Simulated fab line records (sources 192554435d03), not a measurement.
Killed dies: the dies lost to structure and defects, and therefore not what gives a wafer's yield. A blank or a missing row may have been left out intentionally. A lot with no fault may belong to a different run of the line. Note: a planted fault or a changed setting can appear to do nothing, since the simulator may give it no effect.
fab line records	flow n5-finfet
record: lots: 10	wafers: 27	last-day: 19
route steps=1938 shown BEOL_M0_SAQP@635 BEOL_M4@1111 PASSIVATION@1936
lots that met no fault: from a run of the same line without faults
start-h: hours from the record's opening day to when the first of the lot's shown wafers began	wait-h: time in hours since the lot's previous step	" the same as in the row above	L1.1+2: a single row standing in for several wafers	- value missing, or start not given	* or withheld: withheld	< > ~ a bound
route shown NAME@n: NAME is a module with steps in the file, n the number in the route of the first one	usual: average and standard deviation across the fault-free wafers	same: alike in all rows	chamber/n: place in a boat	sites: the reading at each site	_std_site: the standard deviation of these	_edge_site: mean of outer sites minus mean of inner sites	radius-mm: how far each site lies from the wafer's centre	mask NAME#n: copy n	behind: the last tool/chamber to shape the wafer	hold: the reason the lot was held/the length of the hold in hours/how it ended	device: the transistor (n, p or np) that didn't switch	end of line: tests of these same wafers at the route's end	a step without rows: its recipe alone	killed: at the first sort, the dies lost to defects and structure; wafer yield is something else	map: a wafer's dies, marking killed ones x, the rest . and places with no die _
set.NAME: the run value of the setting; set.NAME@STEP: its run value at that earlier step	model.NAME: the simulator's own value behind a step, which no gauge read
steps of the route over a sample of lots; a table a step, a row a wafer
services: a tool's chamber out of use, with start hour (start-h, from the record's first day; less than 0 if before it), hours out, and reason
== steps ==
step: N5_BEOL_M0_SAQP_PECVD_03
recipe: material: SiCN	target-thk-a: 120	temp-c: withheld	precursor: 3MS/NH3	pressure-torr: 3	rf-w: 202	time-s: 21.1
usual: showerhead-plenum-p-Torr: 3.666/0.017	throttle-valve-pct: 9.2/0.5
lot.wafer	tool	chamber	start-h	wait-h	showerhead-plenum-p-Torr	throttle-valve-pct
L483.2	pecvd-01	1	118.55	0.1	3.675	9.9
L483.5	"	2	"	"	3.622	8.6
L483.6	"	1	"	"	3.670	9.8
L486.4	pecvd-02	0	133.03	0.1	3.679	8.9
L486.5	"	1	"	"	3.683	9.0
L486.6	"	2	"	"	3.694	8.9
L485.1	pecvd-04	0	138.35	0.1	3.659	9.7
L485.3	"	2	"	"	3.663	8.4
L485.6	"	1	"	"	3.676	9.9
L491.3	pecvd-02	1	160.83	0.1	3.674	9.1
L491.4	"	1	"	"	3.676	9.1
L491.5	"	0	"	"	3.681	8.6
L492.1	pecvd-04	2	173.01	0.1	3.664	8.7
L492.4	"	2	"	"	3.670	8.6
L492.6	"	0	"	"	3.656	9.7
L493.1	pecvd-01	1	180.98	0.1	3.665	9.9
L493.4	"	1	"	"	3.666	10.1
L493.6	"	0	"	"	3.651	9.0
L494.1	pecvd-01	2	183.34	0.1	3.634	8.9
L494.2	"	0	"	"	3.659	9.3
L494.3	"	1	"	"	3.668	9.6
L496.1	pecvd-04	0	193.24	0.1	3.659	9.8
L496.5	"	0	"	"	3.676	9.8
L498.1	pecvd-01	2	201.18	0.1	3.632	8.8
L498.6	"	0	"	"	3.646	9.2
L505.4	pecvd-02	0	246.12	0.1	3.662	8.9
L505.5	"	1	"	"	3.677	9.1
step: N5_BEOL_M0_SAQP_THK_MEAS_05
usual: thk-nm: 60.2/1
lot.wafer	tool	chamber	start-h	wait-h	thk-nm
L483.2	film-metro-02	-	118.76	0.1	59.3
L483.5	"	-	"	"	61.0
L483.6	"	-	"	"	60.4
L486.4	film-metro-02	-	133.23	0.0	61.0
L486.5	"	-	"	"	59.8
L486.6	"	-	"	"	61.4
L485.1	film-metro-01	-	138.58	0.1	58.7
L485.3	"	-	"	"	59.1
L485.6	"	-	"	"	59.8
L491.3	film-metro-02	-	161.04	0.1	59.9
L491.4	"	-	"	"	60.1
L491.5	"	-	"	"	59.9
L492.1	film-metro-01	-	173.22	0.1	58.6
L492.4	"	-	"	"	60.2
L492.6	"	-	"	"	58.3
L493.1	film-metro-02	-	181.19	0.1	60.3
L493.4	"	-	"	"	60.8
L493.6	"	-	"	"	60.3
L494.1	film-metro-01	-	183.55	0.1	61.3
L494.2	"	-	"	"	59.6
L494.3	"	-	"	"	60.0
L496.1	film-metro-01	-	193.45	0.1	59.1
L496.5	"	-	"	"	59.2
L498.1	film-metro-01	-	201.39	0.1	60.0
L498.6	"	-	"	"	60.2
L505.4	film-metro-01	-	246.32	0.0	60.3
L505.5	"	-	"	"	61.1
step: N5_BEOL_M0_SAQP_COAT_82
recipe: resist: SiARC	temp-c: 220	time-s: 60	spin-rpm: 1500	resist-thk-nm: 30
usual: heater-power-total-W: 427.6/2.2	run-length-s: 66.39/0.18
lot.wafer	tool	chamber	start-h	wait-h	heater-power-total-W	run-length-s
L483.2	litho-track-03	0	118.87	-	430.3	66.41
L483.5	"	0	"	"	424.5	66.39
L483.6	"	0	"	"	427.0	66.36
L486.4	litho-track-02	0	133.34	-	427.5	66.19
L486.5	"	0	"	"	425.8	66.12
L486.6	"	0	"	"	430.8	66.08
L485.1	litho-track-05	0	138.71	-	429.4	66.62
L485.3	"	0	"	"	427.8	66.32
L485.6	"	0	"	"	428.5	66.43
L491.3	litho-track-03	0	161.16	-	426.9	66.47
L491.4	"	0	"	"	424.6	66.56
L491.5	"	0	"	"	430.1	66.40
L492.1	litho-track-05	0	173.34	-	424.8	66.41
L492.4	"	0	"	"	424.8	66.52
L492.6	"	0	"	"	426.0	66.52
L493.1	litho-track-05	0	181.31	-	429.4	66.46
L493.4	"	0	"	"	427.8	66.29
L493.6	"	0	"	"	428.3	66.51
L494.1	litho-track-05	0	183.66	-	526.4	50.00
L494.2	"	0	"	"	430.4	66.26
L494.3	"	0	"	"	427.6	66.37
L496.1	litho-track-05	0	193.56	-	523.2	49.72
L496.5	"	0	"	"	424.2	66.36
L498.1	litho-track-05	0	201.51	-	518.9	49.76
L498.6	"	0	"	"	518.4	49.84
L505.4	litho-track-03	0	246.44	-	430.9	66.76
L505.5	"	0	"	"	424.1	66.39
step: N5_BEOL_M0_SAQP_DESCUM_19
recipe: chemistry: O2	time-s: 7.9	source-power-w: 50	bias-power-w: 20	pressure-mtorr: 20	rf-frequency-hz: 2.712e+07	temp-c: 40	resist: CAR-ArF	o2-flow-sccm: 225
usual: drypump-motor-current-A: 5.4/0.43	oes-product-au: 0.82/0.099	rf-vpp-V: 243.0/1.3	showerhead-plenum-p-Torr: 2.07/0.074	throttle-valve-pct: 20.46/0.22
lot.wafer	tool	chamber	start-h	wait-h	drypump-motor-current-A	oes-product-au	rf-hours-counter-h	rf-vpp-V	showerhead-plenum-p-Torr	throttle-valve-pct
L483.2	rie-diel-01	1	119.33	0.0	5.1	0.76	135	241.8	2.00	20.70
L483.5	"	3	"	"	5.6	0.69	-	244.4	2.17	20.44
L483.6	"	1	"	"	5.1	0.76	-	241.7	2.00	20.70
L486.4	rie-diel-04	2	133.70	0.1	4.7	0.71	194	242.1	1.99	20.35
L486.5	"	1	"	"	5.6	0.81	-	242.8	2.11	20.49
L486.6	"	0	"	"	5.3	0.94	-	243.3	2.11	20.21
L485.1	rie-diel-01	0	139.04	0.0	5.3	0.69	253	239.9	1.97	20.86
L485.3	"	2	"	"	5.4	0.97	8	242.6	2.06	20.22
L485.6	"	1	"	"	5.1	0.75	-	241.1	2.00	20.72
L491.3	rie-diel-04	2	161.49	0.0	4.7	0.71	202	241.2	1.99	20.40
L491.4	"	1	"	"	5.7	0.80	132	243.9	2.10	20.52
L491.5	"	3	"	"	6.4	0.77	-	243.3	2.07	20.49
L492.1	rie-diel-03	3	173.80	0.0	6.2	0.83	47	241.5	2.04	20.43
L492.4	"	1	"	"	5.6	0.73	196	243.4	2.09	20.75
L492.6	"	2	"	"	5.1	0.81	-	241.5	2.10	20.33
L493.1	rie-diel-04	1	181.76	0.0	5.6	0.79	138	243.5	2.10	20.54
L493.4	"	0	"	"	5.3	0.91	16	243.5	2.10	20.25
L493.6	"	0	"	"	5.3	0.92	-	243.2	2.10	20.25
L494.1	rie-diel-01	0	183.99	0.0	5.3	1.02	0	245.7	2.24	20.40
L494.2	"	2	"	"	5.5	0.91	24	242.5	2.05	20.26
L494.3	"	3	"	"	5.6	0.93	11	243.7	2.16	20.09
L496.1	rie-diel-03	1	193.89	0.0	5.6	0.72	203	243.8	2.09	20.76
L496.5	"	1	"	"	5.6	0.72	-	243.6	2.09	20.76
L498.1	rie-diel-04	1	202.03	0.2	5.7	0.79	143	242.3	2.10	20.52
L498.6	"	2	"	"	4.7	0.70	-	241.2	1.98	20.41
L505.4	rie-diel-04	3	247.53	0.8	6.4	0.74	164	243.9	2.07	20.54
L505.5	"	0	"	"	5.3	0.89	-	244.5	2.10	20.29
step: N5_BEOL_M4_RC_MEAS_101
usual: DIBL_N: 36.5/2.2	DIBL_P: 36.9/2.9	IOFF_N: 0.17/0.044	IOFF_P: 0.22/0.052	ION_N: 671/16	ION_P: 461/10	SS_N: 71.6/0.73	SS_P: 73.5/0.79	VT_N: 250/4.1	VT_P: -250/4.1
lot.wafer	tool	chamber	start-h	wait-h	DIBL_N[mV/V]	DIBL_P[mV/V]	IOFF_N[nA/um]	IOFF_P[nA/um]	ION_N[uA/um]	ION_P[uA/um]	SS_N[mV/dec]	SS_P[mV/dec]	VT_N[mV]	VT_P[mV]
L483.2	prober-02	0	196.53	0.2	35.9	36.2	0.15	0.21	666	459	70.7	73.0	249	-249
L483.5	"	0	"	"	36.7	36.3	0.15	0.20	656	453	71.3	73.7	250	-252
L483.6	"	0	"	"	35.2	36.0	0.14	0.21	664	461	71.9	73.2	253	-248
L485.1	prober-01	0	207.00	0.0	37.2	35.2	0.16	0.19	653	439	72.2	72.8	253	-253
L485.3	"	0	"	"	35.6	36.2	0.14	0.22	658	462	71.2	72.7	254	-250
L485.6	"	0	"	"	36.1	35.9	0.15	0.22	670	457	71.4	73.2	253	-251
L486.4	prober-02	0	209.55	0.5	35.4	33.8	0.14	0.16	645	443	71.9	72.2	251	-253
L486.5	"	0	"	"	36.6	36.8	0.15	0.21	653	449	72.1	73.5	252	-249
L486.6	"	0	"	"	31.5	31.6	0.09	0.14	640	446	70.9	71.8	257	-253
L491.3	prober-01	0	234.27	0.3	38.5	37.3	0.19	0.25	694	466	72.3	73.6	247	-248
L491.4	"	0	"	"	42.5	43.5	0.31	0.40	705	483	72.5	75.3	241	-241
L491.5	"	0	"	"	39.5	39.5	0.23	0.30	695	477	72.6	73.9	247	-245
L492.1	prober-02	0	252.78	0.0	36.4	37.6	0.18	0.21	671	452	71.5	73.4	247	-252
L492.4	"	0	"	"	36.7	38.7	0.16	0.23	677	466	71.2	74.4	246	-249
L492.6	"	0	"	"	37.2	40.4	0.22	0.25	709	475	71.3	73.4	243	-247
L494.1	prober-02	0	258.56	0.0	33.5	34.2	0.13	0.19	665	461	71.0	72.3	251	-248
L494.2	"	0	"	"	39.3	41.0	0.25	0.31	704	475	73.0	73.9	246	-243
L494.3	"	0	"	"	37.1	38.5	0.20	0.26	674	464	72.0	73.7	246	-246
L493.1	prober-01	0	260.88	0.0	33.4	32.6	0.11	0.14	661	448	70.1	73.1	256	-258
L493.4	"	0	"	"	38.8	38.4	0.19	0.21	669	446	72.4	73.8	251	-252
L493.6	"	0	"	"	36.5	35.0	0.14	0.17	657	454	71.5	72.4	254	-255
L496.1	prober-02	0	268.56	0.0	37.9	38.3	0.17	0.21	665	449	72.2	73.9	251	-253
L496.5	"	0	"	"	36.0	36.9	0.14	0.20	668	454	71.4	73.4	254	-252
L498.1	prober-02	0	286.97	0.0	38.1	37.6	0.21	0.26	680	465	71.9	73.6	245	-246
L498.6	"	0	"	"	37.2	37.2	0.20	0.24	688	465	71.7	73.9	246	-249
L505.4	prober-01	0	340.80	0.5	40.2	42.9	0.23	0.29	669	456	72.3	74.7	248	-247
L505.5	"	0	"	"	42.3	44.0	0.28	0.33	702	471	73.4	75.0	242	-243
step: N5_PASSIVATION_PROBE_49
usual: defect-limited-yield: 91.3/1.4	killed_at_M0_to_M3: 36/10	killed_at_M4_up: 13/5.4	killed-at-contacts: 12/5.3	killed-at-front-end: 39/10	killed-at-other: 3.2/2.7	killed-dies: 103/16	killed-on-rim: 13/4	killed-open: 68/13	killed-short: 33/6.6	sort_bin_4_leakage: 0.01/0.031	sort_bin_5_function: 5.1/0.92	sort_bin_6_memory: 3.3/0.68	sort_bin_8_speed: 0.1/0.41	sort-n-pass: 1077/17	sort-yield-pct: 91.2/1.4
same: gross-dies: 1180	killed-at-back-side: 0
lot.wafer	tool	chamber	start-h	wait-h	defect-limited-yield[%]	killed_at_M0_to_M3	killed_at_M4_up	killed-at-contacts	killed-at-front-end	killed-at-other	killed-dies	killed-on-rim	killed-open	killed-short	sort_bin_4_leakage[%]	sort_bin_5_function[%]	sort_bin_6_memory[%]	sort_bin_8_speed[%]	sort-n-pass	sort-yield-pct[%]
L483.2	prober-02	-	307.79	0.1	91.9	34	21	10	29	2	96	13	66	30	0	4.2	3.5	0	1084	91.9
L483.5	prober-02	-	307.94	0.2	91.9	33	14	9	38	1	95	13	57	36	0	4.5	3.2	0	1085	91.9
L483.6	prober-02	-	307.99	0.3	92.1	29	15	12	28	9	93	13	56	35	0	5.1	2.7	0	1087	92.1
L485.1	prober-01	-	324.67	0.0	92.1	32	13	19	29	0	93	11	58	35	0	4.8	2.7	0.4	1082	91.7
L485.3	prober-01	-	324.77	0.1	90.8	25	17	13	50	3	108	19	79	29	0	5.2	3.8	0	1072	90.8
L485.6	prober-01	-	324.92	0.3	91.9	36	12	11	34	3	96	14	70	25	0	5.2	2.9	0	1084	91.9
L494.2	prober-01	-	365.66	0.2	89.8	36	28	8	36	12	120	34	62	43	0	6.4	2.5	0	1060	89.8
L493.1	prober-02	-	380.80	0.0	90.8	50	18	5	33	3	109	11	61	46	0	5.1	3.8	0	1071	90.8
L493.4	prober-02	-	380.95	0.2	92.7	32	8	7	28	11	86	8	61	24	0	3.8	3.1	0	1094	92.7
L493.6	prober-02	-	381.05	0.3	92.6	26	16	2	32	11	87	14	54	31	0	4.2	2.9	0.1	1092	92.5
L498.1	prober-02	-	395.68	0.4	91.4	27	18	14	40	2	101	12	64	35	0	4.8	3.3	0	1079	91.4
L498.6	prober-02	-	395.93	0.6	94.2	19	11	8	30	0	68	11	49	17	0	3.0	2.7	0	1112	94.2
killed by level:class
L483.2 BEOL_M4:geometric-particle:open=15 MOL_CONTACT_COAG:geometric-particle:open=8 BEOL_M0:geometric-particle:open=7 BEOL_M0_SAQP:geometric-particle:short=5 BEOL_M0_SAQP:geometric-particle:open=5 BEOL_M2:geometric-particle:open=5 BEOL_M3:geometric-particle:open=5 FIN_SAQP:geometric-particle:open=4
L483.5 FIN_SAQP:geometric-particle:short=11 BEOL_M2:geometric-particle:open=9 STI_FIN_REVEAL:geometric-particle:open=8 MOL_CONTACT_COAG:geometric-particle:open=7 BEOL_M4:geometric-particle:open=7 BEOL_M0_SAQP:geometric-particle:short=5 BEOL_M0_SAQP:geometric-particle:open=5 BEOL_M1:geometric-particle:short=5
L483.6 MOL_CONTACT_COAG:geometric-particle:open=11 BEOL_M0_SAQP:geometric-particle:short=8 DUMMY_GATE:geometric-particle:open=7 BEOL_M2:geometric-particle:open=7 BEOL_M1:geometric-particle:open=6 FIN_SAQP:geometric-particle:open=4 GATE_CUT:geometric-particle:short=4 PAD_METAL:geometric-particle:short=4
L485.1 MOL_CONTACT_COAG:geometric-particle:open=14 STI_FIN_REVEAL:geometric-particle:open=9 BEOL_M0_SAQP:geometric-particle:open=7 BEOL_M0_SAQP:geometric-particle:short=7 BEOL_M3:geometric-particle:short=6 MOL_CONTACT_COAG:geometric-particle:short=5 BEOL_M4:geometric-particle:open=5 FIN_SAQP:geometric-particle:short=3
L485.3 FIN_SAQP:geometric-particle:open=17 MOL_CONTACT_COAG:geometric-particle:open=11 FIN_SAQP:geometric-particle:short=10 STI_FIN_REVEAL:geometric-particle:open=7 BEOL_M4:geometric-particle:open=7 BEOL_M2:geometric-particle:open=6 BEOL_M3:geometric-particle:open=6 GATE_CUT:geometric-particle:short=5
L485.6 FIN_SAQP:geometric-particle:open=13 BEOL_M3:geometric-particle:open=11 BEOL_M1:geometric-particle:open=10 MOL_CONTACT_COAG:geometric-particle:open=9 BEOL_M4:geometric-particle:open=5 STI_FIN_REVEAL:geometric-particle:open=5 BEOL_M0_SAQP:geometric-particle:short=5 FIN_SAQP:geometric-particle:short=4
L494.2 BEOL_M4:geometric-particle:open=16 HKMG_FIN:area-etch=12 BEOL_M0_SAQP:geometric-particle:short=11 BEOL_M2:geometric-particle:open=10 FIN_SAQP:geometric-particle:open=7 BEOL_M0_SAQP:geometric-particle:open=7 MOL_CONTACT_COAG:geometric-particle:short=6 BEOL_M4:geometric-particle:short=4
L493.1 BEOL_M0_SAQP:geometric-particle:short=18 BEOL_M0_SAQP:geometric-particle:open=12 BEOL_M1:geometric-particle:open=8 STI_FIN_REVEAL:geometric-particle:open=8 BEOL_M4:geometric-particle:open=7 BEOL_M3:geometric-particle:open=6 STARTING-WAFER:geometric-particle:short=5 FIN_SAQP:geometric-particle:open=4
L493.4 BEOL_M1:geometric-particle:open=11 STI_FIN_REVEAL:geometric-particle:open=10 BEOL_M2:geometric-particle:open=7 FIN_SAQP:geometric-particle:short=6 MOL_CONTACT_COAG:geometric-particle:open=6 BEOL_M0_SAQP:geometric-particle:short=5 BEOL_M3:geometric-particle:open=5 FIN_SAQP:geometric-particle:open=4
L493.6 BEOL_M0_SAQP:geometric-particle:open=13 STI_FIN_REVEAL:geometric-particle:open=9 FIN_SAQP:geometric-particle:open=6 BEOL_M0_SAQP:geometric-particle:short=6 FIN_SAQP:geometric-particle:short=5 BEOL_M4:geometric-particle:open=5 BEOL_M3:geometric-particle:open=3 BEOL_M7:geometric-particle:open=3
L498.1 FIN_SAQP:geometric-particle:short=14 MOL_CONTACT_COAG:geometric-particle:open=12 BEOL_M4:geometric-particle:open=11 BEOL_M3:geometric-particle:open=9 BEOL_M1:geometric-particle:open=7 FIN_SAQP:geometric-particle:open=6 BEOL_M3:geometric-particle:short=4 ILD0:geometric-particle:short=3
L498.6 BEOL_M1:geometric-particle:open=10 MOL_CONTACT_COAG:geometric-particle:open=8 FIN_SAQP:geometric-particle:short=6 FIN_SAQP:geometric-particle:open=4 DUMMY_GATE:geometric-particle:open=4 BEOL_M4:geometric-particle:open=4 BEOL_M3:geometric-particle:open=3 BEOL_M8:geometric-particle:open=3
== services ==
tool	chamber	start-h	hours	kind
pecvd-04	2	96.11	9.0	repair
rie-diel-04	2	96.27	15.7	repair
rie-diel-01	2	99.32	-	clean
rie-diel-01	2	99.32	-	consumable-replace:focus-ring
rie-diel-01	2	99.32	21.5	scheduled-down
rie-diel-01	2	99.32	21.5	vent-cycle
pecvd-02	-	114.96	5.5	pm
pecvd-04	-	125.96	1.0	repair
rie-diel-01	3	128.89	-	clean
rie-diel-01	3	128.89	-	consumable-replace:focus-ring
rie-diel-01	3	128.89	24.4	scheduled-down
rie-diel-01	3	128.89	24.4	vent-cycle
rie-diel-04	-	136.35	1.1	repair
rie-diel-04	0	152.81	8.1	repair
pecvd-01	0	166.11	2.1	scheduled-down
rie-diel-04	-	167.56	0.5	repair
pecvd-02	0	204.42	9.0	repair
pecvd-04	2	215.90	3.4	repair
rie-diel-01	0	223.37	15.1	repair
pecvd-04	2	228.99	4.0	repair
pecvd-02	1	230.84	14.9	repair
rie-diel-01	3	232.64	22.4	repair
pecvd-01	1	233.56	22.8	repair
rie-diel-03	-	244.35	28.1	pm
== key ==
first-sign: step: N5_BEOL_M0_SAQP_COAT_82	reading: run-length-s	direction: down	sigmas: 94	usual: *	struck: *
effect: step: N5_BEOL_M0_SAQP_COAT_82	reading: heater-power-total-W	direction: up	sigmas: 42	usual: *	struck: *
met-at N5_BEOL_M0_SAQP_COAT_82
struck-lots L494,L496,L498
struck-wafers L494.1,L496.1,L498.1,L498.6
baseline-loss: step: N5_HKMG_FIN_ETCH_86	wafers: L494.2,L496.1
not-acting-at N5_BEOL_M0_SAQP_PECVD_03,N5_BEOL_M0_SAQP_THK_MEAS_05,N5_BEOL_M0_SAQP_DESCUM_19
onset-between 181.31 183.66
fault: kind: process-parameter-drift	tool: litho-track-05	chamber: -	onset-h: 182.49	steps: N5_BEOL_M0_SAQP_COAT_82	channel: time-s	offset: *	shape: step	end-h: 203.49	scope: struck-wafers-only	acts-in: *	stated: *
baseline-loss: these wafers lose ten dies or more at that step, a loss of the line's own and not of a fault; the sort's usual values leave them out
